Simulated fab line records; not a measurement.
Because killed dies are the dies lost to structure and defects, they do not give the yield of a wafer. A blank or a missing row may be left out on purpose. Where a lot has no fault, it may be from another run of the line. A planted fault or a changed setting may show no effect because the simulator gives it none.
One fault seen from 3 desks    flow n5Finfet    only its own numbers are on each desk; what lay behind them is given at the end

== AT THE TOOL OWNER'S DESK: aldSin-04 ==
The tool's own readings at N5_BEOL_M4_ALD_98 (deposits SiO2, target thk 2.5 nm, pulse time 1 s, co reactant pulse time 1 s): means of the sampled wafers that have a number, for each lot that ran on this tool. The brackets show how far a lot's mean lies from the usual mean; more than 4 standard deviations puts the lot out of limits, marked OUT.
Columns: A = heaterPowerW at N5_BEOL_M4_ALD_98, usual 78 W; B = precursorPulseHeightRel at N5_BEOL_M4_ALD_98, usual 1.001
lot   first seen here  A   B
L353  day 7 19:57      75  0.981
L359  day 9 20:07      77  0.982
L360  day 9 23:53      77  0.994
This desk's verdict: no lot among the 3 shows anything out of limits.

== THE METROLOGY DESK ==
What the gauges read, lot by lot, whatever tool the lot ran on: means of the sampled wafers that have a number. The brackets show how far a lot's mean lies from the usual mean; more than 4 standard deviations puts the lot out of limits, marked OUT. Readings shown: 7 of its 12, picked as those furthest out on some lot.
Columns: A = cdNm at N5_BEOL_M4_CD_MEAS_28, usual 26.15 nm; B = V3_OVL at N5_BEOL_M4_OVL_MEAS_29, usual -0.1 nm; C = IOFF_N at N5_BEOL_M4_RC_MEAS_101, usual 0.16 nA/um; D = IOFF_P at N5_BEOL_M4_RC_MEAS_101, usual 0.21 nA/um; E = ION_N at N5_BEOL_M4_RC_MEAS_101, usual 671 uA/um; F = ION_P at N5_BEOL_M4_RC_MEAS_101, usual 460 uA/um; G = VT_N at N5_BEOL_M4_RC_MEAS_101, usual 250 mV
lot   first seen here  A      B     C     D     E    F    G
L353  day 7 19:17      26.20  -1.7  0.23  0.27  690  472  243
L354  day 7 22:20      26.14  -0.3  0.16  0.20  672  458  250
L359  day 9 19:52      26.41  -0.8  0.14  0.18  665  453  252
L360  day 9 23:27      26.11  0.0   0.18  0.23  670  454  249
L366  day 11 08:02     26.09  0.1   0.13  0.19  669  467  251
L372  day 12 17:45     26.27  -0.1  0.15  0.22  670  463  251
This desk's verdict: no lot among the 6 shows anything out of limits.

== THE DEFECT DESK ==
What the inspections along the route counted, lot by lot: means of the sampled wafers that have a number. The brackets show how far a lot's mean lies from the usual mean; more than 4 standard deviations puts the lot out of limits, marked OUT.
Columns: A = rawDefectCount at N5_BEOL_M4_INSPECT_30, usual 452
lot   first seen here  A
L353  day 7 19:23      479
L354  day 7 22:25      410
L359  day 9 19:58      392
L360  day 9 23:32      401
L366  day 11 08:07     432
L372  day 12 17:50     373
This desk's verdict: no lot among the 6 shows anything out of limits.

== PUT TOGETHER ==
The tool owner's desk saw nothing out of limits.
From the metrology desk's view, nothing was out of limits.
Nothing out of limits was seen by the defect desk.

== WHAT THE SIMULATOR HAD PUT IN ==
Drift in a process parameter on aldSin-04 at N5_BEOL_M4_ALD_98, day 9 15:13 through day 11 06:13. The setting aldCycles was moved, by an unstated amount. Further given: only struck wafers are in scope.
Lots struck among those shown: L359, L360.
